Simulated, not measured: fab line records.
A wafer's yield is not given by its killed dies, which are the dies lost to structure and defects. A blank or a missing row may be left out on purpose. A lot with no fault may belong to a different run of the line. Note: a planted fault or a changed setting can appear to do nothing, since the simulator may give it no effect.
fab line records	flow n5-finfet
record lots=10	wafers=30	last-day=17
route steps=1938 shown FIN_SAQP@146 FIN_CUT@163 STI_FIN_REVEAL@184 BEOL_M4@1111 PASSIVATION@1936
lots untouched by any fault: they come from a run of this same line in which no faults occurred
start-h: hours from the record's opening day to when the first of the lot's shown wafers began	wait-h: time in hours since the lot's previous step	" the same as in the row above	L1.1+2: a row that stands for several wafers	- either no value or no given start	* or withheld: withheld	< > ~ a bound
route shown NAME@n: names a module that has steps shown in the file, with the first one's number in the route	usual: mean/standard deviation taken from wafers without a fault	same: alike in all rows	chamber/n: place in a boat	sites: readings site by site	_std_site: how widely they spread, as a standard deviation	_edge_site: outer sites' mean less inner sites'	radius-mm: for every site, how far away it sits from the centre of the wafer	mask NAME#n: copy n	behind: the last tool/chamber to shape the wafer	hold: the reason the lot was held/the length of the hold in hours/how it ended	device: the transistor (n, p or np) that didn't switch	end of line: at the end of the route, the tests of the same wafers	a step given without rows: its recipe and nothing more	killed: the dies lost at the first sort to structure and to defects; this is not the yield of the wafer	map: a wafer's dies, x killed, . not, _ none there
set.NAME: the setting that was run; set.NAME@STEP: the one run at that earlier step	model.NAME: the simulator's own value behind a step, which no gauge read
the route's steps for a sample of lots (tables are steps, rows are wafers)
services: a tool's chamber out of use, with start hour (start-h, from the record's first day; less than 0 if before it), hours out, and reason
## steps
# step N5_FIN_SAQP_ETCH_64
# recipe chemistry=CF4	target=SiO2	target-depth-a=15	ion-energy-ev=350	pressure-mtorr=10	icp-w=800	bias-w=400	cf4-flow-sccm=80
# usual drypump-motor-current-A=5.5/0.54	oes-product-au=0.989/0.014	throttle-valve-pct=21.92/0.14
lot.wafer	tool	chamber	start-h	wait-h	drypump-motor-current-A	oes-product-au	rf-hours-counter-h	throttle-valve-pct
L540.1	rie-si-03	2	32.74	0.0	5.3	0.993	167	22.13
L540.2	"	3	"	"	6.1	1.008	82	22.05
L540.5	"	3	"	"	6.1	1.011	-	22.06
L541.2	rie-si-01	0	38.14	0.0	4.9	0.982	47	22.00
L541.3	"	3	"	"	4.9	0.993	8	21.79
L541.4	"	1	"	"	6.4	1.017	3	21.84
L544.2	rie-si-06	0	56.48	0.0	4.9	0.991	99	21.95
L544.4	"	3	"	"	5.6	0.983	20	22.00
L544.6	"	1	"	"	5.1	1.004	-	21.61
L545.1	rie-si-03	3	64.05	0.0	6.2	1.006	82	22.04
L545.2	"	0	"	"	6.4	0.993	32	21.89
L545.4	"	1	"	"	5.4	0.974	7	21.79
L549.1	rie-si-01	2	86.07	0.0	5.5	0.964	68	22.06
L549.3	"	3	"	"	4.9	0.990	8	21.81
L549.6	"	1	"	"	6.4	1.004	-	21.86
L551.4	rie-si-06	3	102.22	0.0	5.5	0.977	21	22.00
L551.5	"	2	"	"	5.7	0.990	-	21.72
L551.6	"	3	"	"	5.5	0.975	-	22.01
L553.2	rie-si-03	3	110.30	0.0	6.2	0.996	83	22.05
L553.4	"	2	"	"	5.3	0.993	169	22.11
L553.5	"	0	"	"	6.4	0.993	-	21.88
L555.1	rie-si-06	2	126.30	0.0	5.7	0.974	89	21.73
L555.2	"	0	"	"	4.9	0.993	101	21.96
L555.5	"	1	"	"	5.1	1.002	-	21.62
L558.3	rie-si-01	0	143.59	0.0	4.9	0.981	48	22.00
L558.5	"	1	"	"	6.4	1.007	-	21.85
L558.6	"	2	"	"	5.5	0.972	-	22.06
L560.2	rie-si-06	0	154.59	0.0	4.9	0.989	101	21.96
L560.3	"	0	"	"	4.9	0.995	-	21.99
L560.5	"	0	"	"	4.9	0.992	-	21.96
# step N5_FIN_CUT_CD_MEAS_08
# recipe target-cd-nm=29.1	landing-energy-ev=500	detector=se-inlens	polarity=opening
# usual cd-nm=29.13/0.21
lot.wafer	tool	chamber	start-h	wait-h	cd-nm
L540.1	cd-sem-01	0	33.44	-	29.04
L540.2	"	0	"	"	29.05
L540.5	"	0	"	"	29.34
L541.2	cd-sem-02	0	38.91	-	28.91
L541.3	"	0	"	"	28.97
L541.4	"	0	"	"	28.83
L544.2	cd-sem-02	0	57.18	-	29.54
L544.4	"	0	"	"	29.09
L544.6	"	0	"	"	29.09
L545.1	cd-sem-02	0	64.62	-	29.20
L545.2	"	0	"	"	29.29
L545.4	"	0	"	"	29.32
L549.1	cd-sem-02	0	86.76	-	29.10
L549.3	"	0	"	"	29.36
L549.6	"	0	"	"	28.58
L551.4	cd-sem-02	0	102.80	-	29.42
L551.5	"	0	"	"	29.22
L551.6	"	0	"	"	28.66
L553.2	cd-sem-02	0	110.88	-	29.30
L553.4	"	0	"	"	29.10
L553.5	"	0	"	"	29.05
L555.1	cd-sem-02	0	126.87	-	29.03
L555.2	"	0	"	"	28.90
L555.5	"	0	"	"	29.10
L558.3	cd-sem-03	0	144.17	-	29.24
L558.5	"	0	"	"	29.08
L558.6	"	0	"	"	29.47
L560.2	cd-sem-01	0	155.23	-	29.32
L560.3	"	0	"	"	29.30
L560.5	"	0	"	"	29.13
# step N5_STI_FIN_REVEAL_ALD_14
# recipe material=Si3N4	target-thk-a=30	temp-c=400	ald-precursor-family=SiH2I2	ald-co-reactant=N2/H2-plasma	pressure-torr=2
# usual chamber-pressure-Torr=2.000/0.0042	heater-power-outer-w=514/51	heater-power-w=830/81
lot.wafer	tool	chamber	start-h	wait-h	chamber-pressure-Torr	heater-power-outer-w	heater-power-w
L540.1	ald-sin-01	2	35.52	0.0	2.012	571	859
L540.2	"	0	"	"	1.996	465	796
L540.5	"	0	"	"	2.005	456	798
L541.2	ald-sin-02	3	40.65	0.0	2.000	538	852
L541.3	"	2	"	"	1.998	604	895
L541.4	"	0	"	"	2.005	681	1051
L544.2	ald-sin-02	2	58.44	0.0	-	-	-
L544.4	"	1	"	"	-	-	-
L544.6	"	1	"	"	-	-	-
L545.1	ald-sin-03	3	65.75	0.0	-	-	-
L545.2	"	1	"	"	-	-	-
L545.4	"	3	"	"	-	-	-
L549.1	ald-sin-01	3	88.64	0.0	2.000	508	811
L549.3	"	1	"	"	2.001	420	691
L549.6	"	2	"	"	1.994	579	847
L551.4	ald-sin-03	3	103.92	0.0	1.998	486	723
L551.5	"	0	"	"	2.003	548	915
L551.6	"	3	"	"	1.997	472	719
L553.2	ald-sin-03	2	112.00	0.0	2.010	529	824
L553.4	"	3	"	"	2.001	475	724
L553.5	"	3	"	"	2.005	473	726
L555.1	ald-sin-03	3	128.00	0.0	2.002	455	736
L555.2	"	0	"	"	1.998	531	923
L555.5	"	0	"	"	1.993	546	921
L558.3	ald-sin-03	1	145.90	0.0	1.999	489	861
L558.5	"	2	"	"	1.996	527	834
L558.6	"	3	"	"	2.000	478	717
L560.2	ald-sin-03	0	157.21	0.0	2.002	550	916
L560.3	"	3	"	"	1.998	460	724
L560.5	"	3	"	"	1.999	484	712
# step N5_STI_FIN_REVEAL_STRIP_24
# recipe chemistry=N2/H2	time-s=90	power-w=100	temp-c=40	pressure-mtorr=100	rf-frequency-hz=6e+07	bias-power-w=3	n2-flow-sccm=300	h2-flow-sccm=300
# usual drypump-motor-current-A=5.8/0.37	oes-product-au=0.76/0.084	rf-vpp-V=45.1/0.81	showerhead-plenum-p-Torr=3.31/0.13	throttle-valve-pct=12.30/0.26
lot.wafer	tool	chamber	start-h	wait-h	drypump-motor-current-A	oes-product-au	rf-hours-counter-h	rf-vpp-V	showerhead-plenum-p-Torr	throttle-valve-pct
L540.1	rie-diel-06	2	41.87	0.0	6.3	0.72	198	45.8	3.36	12.40
L540.2	"	1	"	"	5.4	0.68	236	44.6	3.20	12.58
L540.5	"	3	"	"	6.5	0.70	-	45.9	3.35	12.45
L541.2	rie-diel-05	2	46.27	0.0	5.4	0.71	230	44.2	3.20	12.39
L541.3	"	1	"	"	5.9	0.72	169	44.1	3.23	11.96
L541.4	"	3	"	"	5.7	0.71	225	45.4	3.21	12.27
L544.2	rie-diel-05	3	64.24	0.0	5.9	0.70	231	45.3	3.20	12.29
L544.4	"	2	"	"	5.4	0.69	236	45.4	3.20	12.39
L544.6	"	2	"	"	5.4	0.70	-	44.7	3.20	12.38
L545.1	rie-diel-03	2	71.41	0.0	6.2	0.78	124	45.0	3.14	12.35
L545.2	"	0	"	"	5.5	0.73	178	44.6	3.36	12.14
L545.4	"	0	"	"	5.5	0.73	-	45.5	3.36	12.14
L549.1	rie-diel-06	0	94.25	0.0	5.8	0.86	65	45.9	3.29	11.97
L549.3	"	2	"	"	6.3	0.69	217	46.5	3.35	12.44
L549.6	"	2	"	"	6.3	0.70	-	44.9	3.35	12.44
L551.4	rie-diel-05	1	109.52	0.0	6.0	0.70	189	43.2	3.22	12.00
L551.5	"	2	"	"	5.4	0.69	-	44.5	3.19	12.43
L551.6	"	3	"	"	5.8	0.70	-	45.6	3.20	12.30
L553.2	rie-diel-03	3	118.71	0.0	6.1	0.79	87	45.6	3.55	12.27
L553.4	"	1	"	"	5.9	0.67	240	44.0	3.47	12.81
L553.5	"	2	"	"	6.2	0.76	-	45.5	3.13	12.40
L555.1	rie-diel-03	1	134.42	0.0	5.9	0.68	248	46.6	3.47	12.83
L555.2	"	2	"	"	6.2	0.77	150	45.4	3.13	12.40
L555.5	"	1	"	"	5.9	0.68	-	45.6	3.47	12.87
L558.3	rie-diel-06	0	151.96	0.0	5.8	0.83	89	45.3	3.27	12.03
L558.5	"	2	"	"	6.3	0.68	-	46.1	3.33	12.51
L558.6	"	1	"	"	5.4	0.92	-	45.6	3.58	12.04
L560.2	rie-diel-03	2	163.24	0.0	6.2	0.75	165	44.8	3.12	12.43
L560.3	"	1	"	"	5.9	0.98	3	45.0	3.46	12.23
L560.5	"	3	"	"	6.2	0.78	-	44.4	3.54	12.32
# step N5_BEOL_M4_RC_MEAS_101
# usual DIBL_N=35.9/1.3	DIBL_P=36.3/1.5	IOFF_N=0.153/0.023	IOFF_P=0.208/0.028	ION_N=672/9.7	ION_P=462/6.6	SS_N=71.5/0.53	SS_P=73.3/0.59	VT_N=250.4/2.7	VT_P=-250.5/3
lot.wafer	tool	chamber	start-h	wait-h	DIBL_N[mV/V]	DIBL_P[mV/V]	IOFF_N[nA/um]	IOFF_P[nA/um]	ION_N[uA/um]	ION_P[uA/um]	SS_N[mV/dec]	SS_P[mV/dec]	VT_N[mV]	VT_P[mV]
L540.1	prober-01	0	183.96	0.0	35.9	35.8	0.154	0.189	673	457	71.3	73.1	251.8	-254.4
L540.2	"	0	"	"	37.1	37.6	0.182	0.213	677	457	71.6	73.7	251.6	-250.9
L540.5	"	0	"	"	37.2	37.0	0.181	0.215	684	465	72.2	74.0	248.6	-250.2
L541.2	prober-02	0	194.10	0.2	34.1	36.7	0.150	0.207	674	467	71.5	73.5	247.2	-250.3
L541.3	"	0	"	"	33.4	36.1	0.139	0.206	665	463	71.5	73.4	248.8	-250.9
L541.4	"	0	"	"	34.4	36.6	0.148	0.195	664	455	71.6	73.8	246.3	-252.2
L544.2	prober-02	0	211.64	0.2	35.9	36.9	0.143	0.198	655	451	71.9	72.9	253.9	-255.0
L544.4	"	0	"	"	37.1	38.6	0.173	0.225	671	461	71.3	73.9	248.6	-249.8
L544.6	"	0	"	"	34.8	36.6	0.137	0.194	666	459	70.9	72.7	251.7	-250.7
L549.1	prober-01	0	236.63	0.0	35.1	34.6	0.125	0.201	666	466	70.8	72.6	253.6	-245.9
L549.3	"	0	"	"	35.7	35.3	0.141	0.216	670	462	71.6	73.7	248.8	-247.0
L549.6	"	0	"	"	35.5	34.3	0.130	0.203	668	463	71.7	73.0	253.1	-245.9
L551.4	prober-02	0	251.67	0.5	36.8	35.5	0.161	0.211	677	454	71.4	74.0	253.2	-251.8
L551.5	"	0	"	"	34.5	33.3	0.123	0.178	660	452	71.1	72.7	253.4	-253.1
L551.6	"	0	"	"	35.1	33.3	0.129	0.176	659	454	71.6	73.3	254.8	-253.2
L553.2	prober-02	0	268.63	0.2	36.0	36.8	0.177	0.237	687	471	71.6	73.8	243.4	-248.4
L553.4	"	0	"	"	37.6	37.8	0.198	0.244	664	460	72.9	74.2	246.2	-247.6
L553.5	"	0	"	"	36.6	36.5	0.174	0.235	676	465	71.9	73.4	246.1	-246.4
L555.1	prober-02	0	279.92	0.0	36.5	37.9	0.160	0.218	675	461	70.8	73.0	251.5	-249.8
L555.2	"	0	"	"	36.5	37.4	0.157	0.206	682	459	71.5	73.5	254.7	-253.8
L555.5	"	0	"	"	36.9	37.7	0.169	0.215	669	455	71.6	73.4	251.7	-250.4
L558.3	prober-01	0	303.42	0.8	33.7	34.3	0.136	0.213	665	462	70.9	73.3	251.6	-247.8
L558.5	"	0	"	"	33.9	34.7	0.137	0.212	670	466	70.4	72.4	250.3	-248.5
L558.6	"	0	"	"	34.0	35.1	0.144	0.223	686	476	71.5	73.6	251.4	-245.7
L560.2	prober-02	0	313.32	0.2	37.1	38.5	0.190	0.239	690	472	71.4	74.4	247.0	-248.6
L560.3	"	0	"	"	36.4	37.5	0.170	0.215	691	468	71.4	74.6	248.6	-250.0
L560.5	"	0	"	"	36.6	37.4	0.165	0.209	679	462	71.7	73.0	249.0	-248.8
# step N5_PASSIVATION_PROBE_49
# usual defect-limited-yield=91.1/1.5	killed_at_M0_to_M3=35/9.5	killed_at_M4_up=13/5.2	killed-at-contacts=12/6.1	killed-at-front-end=41/14	killed-at-other=3.8/2.9	killed-dies=105/17	killed-on-rim=13/4.1	killed-open=70/13	killed-short=33/8.4	sort_bin_5_function=5.1/0.97	sort_bin_6_memory=3.4/0.69	sort-n-pass=1075/17	sort-yield-pct=91.1/1.5
# same gross-dies=1180	killed-at-back-side=0	sort_bin_4_leakage[%]=0	sort_bin_8_speed[%]=0
lot.wafer	tool	chamber	start-h	wait-h	defect-limited-yield[%]	killed_at_M0_to_M3	killed_at_M4_up	killed-at-contacts	killed-at-front-end	killed-at-other	killed-dies	killed-on-rim	killed-open	killed-short	sort_bin_5_function[%]	sort_bin_6_memory[%]	sort-n-pass	sort-yield-pct[%]
L544.2	prober-01	-	318.47	0.1	48.6	37	15	11	542	2	607	22	68	51	47.1	3.8	573	48.6
L544.4	prober-01	-	318.57	0.2	50.5	25	13	5	538	3	584	51	56	45	46.2	3.1	596	50.5
L544.6	prober-01	-	318.67	0.3	50.8	29	10	7	527	7	580	42	70	43	45.4	3.1	600	50.8
L551.4	prober-01	-	355.32	0.2	91.4	36	11	15	29	10	101	13	63	36	5.1	3.1	1079	91.4
L551.5	prober-01	-	355.37	0.2	93.1	30	8	6	30	7	81	16	50	29	3.3	3.1	1099	93.1
L551.6	prober-01	-	355.42	0.3	89.8	31	12	20	48	9	120	9	80	37	5.3	4.7	1060	89.8
# killed by level:class
L544.2 STI_FIN_REVEAL:area-ald=487 FIN_SAQP:geometric-particle:short=10 FIN_SAQP:geometric-particle:open=10 BEOL_M3:geometric-particle:open=9 MOL_CONTACT_COAG:geometric-particle:open=9 BEOL_M0_SAQP:geometric-particle:short=9 STI_FIN_REVEAL:geometric-particle:open=7 BEOL_M4:geometric-particle:open=7
L544.4 STI_FIN_REVEAL:area-ald=483 FIN_SAQP:geometric-particle:short=11 FIN_SAQP:geometric-particle:open=8 STI_FIN_REVEAL:geometric-particle:open=7 GATE_CUT:geometric-particle:short=7 BEOL_M0_SAQP:geometric-particle:short=6 BEOL_M0_SAQP:geometric-particle:open=6 BEOL_M3:geometric-particle:short=6
L544.6 STI_FIN_REVEAL:area-ald=466 DUMMY_GATE:geometric-particle:open=11 GATE_CUT:geometric-particle:short=10 STI_FIN_REVEAL:geometric-particle:open=8 FIN_SAQP:geometric-particle:open=7 FIN_SAQP:geometric-particle:short=7 BEOL_M0_SAQP:geometric-particle:open=7 BEOL_M3:geometric-particle:open=7
L551.4 MOL_CONTACT_COAG:geometric-particle:open=14 STI_FIN_REVEAL:geometric-particle:open=13 BEOL_M0_SAQP:geometric-particle:short=8 BEOL_M0_SAQP:geometric-particle:open=6 BEOL_M2:geometric-particle:short=6 BEOL_M1:geometric-particle:open=5 BEOL_M7:geometric-particle:open=5 BEOL_M3:geometric-particle:open=4
L551.5 STI_FIN_REVEAL:geometric-particle:open=11 BEOL_M1:geometric-particle:open=9 BEOL_M0_SAQP:geometric-particle:short=7 STI_FIN_REVEAL:geometric-particle:short=5 GATE_CUT:geometric-particle:short=5 MOL_CONTACT_COAG:geometric-particle:open=5 GATE_CUT:geometric-particle:open=4 PASS1_CAP:geometric-particle:open=4
L551.6 STI_FIN_REVEAL:geometric-particle:open=13 MOL_CONTACT_COAG:geometric-particle:open=12 BEOL_M1:geometric-particle:open=10 DUMMY_GATE:geometric-particle:open=9 MOL_CONTACT_COAG:geometric-particle:short=8 BEOL_M0_SAQP:geometric-particle:open=6 BEOL_M4:geometric-particle:open=6 STI_FIN_REVEAL:geometric-particle:short=5
## services
tool	chamber	start-h	hours	kind
rie-si-06	3	24.06	5.7	repair
ald-sin-01	2	25.92	8.7	repair
ald-sin-03	2	29.84	56.8	repair
rie-diel-03	1	31.15	8.8	repair
ald-sin-02	-	42.57	14.6	pm
rie-diel-05	-	47.80	1.1	repair
rie-si-01	0	47.97	5.0	repair
ald-sin-01	2	52.79	8.0	repair
rie-diel-03	3	54.33	32.3	repair
ald-sin-02	-	78.45	1.6	repair
ald-sin-03	-	83.95	6.1	pm
ald-sin-02	-	85.25	14.0	pm
rie-diel-05	-	117.79	14.6	pm
rie-diel-06	0	131.83	6.3	repair
ald-sin-01	2	132.12	6.5	repair
rie-diel-03	1	141.03	-	clean
rie-diel-03	1	141.03	-	consumable-replace:focus-ring
rie-diel-03	1	141.03	15.4	scheduled-down
rie-diel-05	-	143.02	12.1	repair
rie-si-06	2	149.47	39.4	repair
ald-sin-01	0	149.81	5.6	repair
rie-si-06	1	152.53	3.0	repair
rie-si-03	-	153.58	0.2	repair
rie-diel-03	0	160.20	1.9	repair
## key
first-sign step=N5_STI_FIN_REVEAL_ALD_14	reading=tool-record	direction=missing
effect step=N5_PASSIVATION_PROBE_49	reading=sort_bin_5_function	direction=up	sigmas=42	usual=5.1	struck=46.2
more-kills-born-at N5_STI_FIN_REVEAL_ALD_14@ald-sin-02=1436
met-at N5_STI_FIN_REVEAL_ALD_14
struck-lots L544,L545
rows-end L545.1,L545.2,L545.4
not-acting-at N5_FIN_SAQP_ETCH_64,N5_FIN_CUT_CD_MEAS_08,N5_STI_FIN_REVEAL_STRIP_24
onset-between 40.65 58.44
fault kind=skipped-step-whole	tool=ald-sin-02,ald-sin-03	chamber=-	onset-h=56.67	steps=N5_STI_FIN_REVEAL_ALD_14	scope=struck-lots-only
# rows-end: these wafers met a further fault down the route, and their rows from its step on are left out
